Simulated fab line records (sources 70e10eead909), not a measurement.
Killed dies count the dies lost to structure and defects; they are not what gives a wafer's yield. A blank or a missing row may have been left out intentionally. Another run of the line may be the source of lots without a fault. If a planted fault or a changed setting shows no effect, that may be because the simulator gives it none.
Matching of chambers -- flow nand harc -- 4 sister chambers for NHARC_A_CHANNEL_FILL_D1_ETCHBACK_20 on rie diel-13
The step etches the open film in C4F8/O2/Ar, target depth 27 nm, time 13.5 s. 4 wafers are shown with their chamber, then 7 later ones without.

== WAFERS WITH THEIR CHAMBER ==
wafer,chamber,rf vpp V (V)
L851.4,3,981
L853.5,2,974
L862.1,1,972
L862.2,0,971

== WAFERS WHOSE CHAMBER IS MISSING ==
wafer,rf vpp V (V)
L862.4,979
L863.2,980
L863.3,974
L863.4,972
L864.1,976
L864.3,968
L864.6,969

== CHAMBER TAKEN BY EACH ==
wafer,from the rows above,in truth
L862.4,can't be placed: 3 or 2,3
L863.2,3,3
L863.3,can't be placed: 2 or 1 or 0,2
L863.4,can't be placed: 1 or 0 or 2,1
L864.1,can't be placed: 2 or 1 or 0 or 3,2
L864.3,can't be placed: 0 or 1 or 2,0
L864.6,can't be placed: 0 or 1 or 2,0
1 of 7 placed correctly. These rows do not allow placing 6 (true chamber among the candidates in 6). 0 placed wrongly.
How it was worked out, from the rows above alone: a wafer's distance from a chamber is the root of the sum, over the readings, of the square of ((its reading less the chamber's mean) divided by the reading's scatter). If the next closest chamber is less than 2 further off than the closest, the wafer can't be placed; otherwise it belongs to the closest. A chamber's mean is the mean of its shown wafers. The scatter (one wafer shown for each chamber): square how far every hidden wafer sits from the nearest shown wafer, average those squares and take the square root.
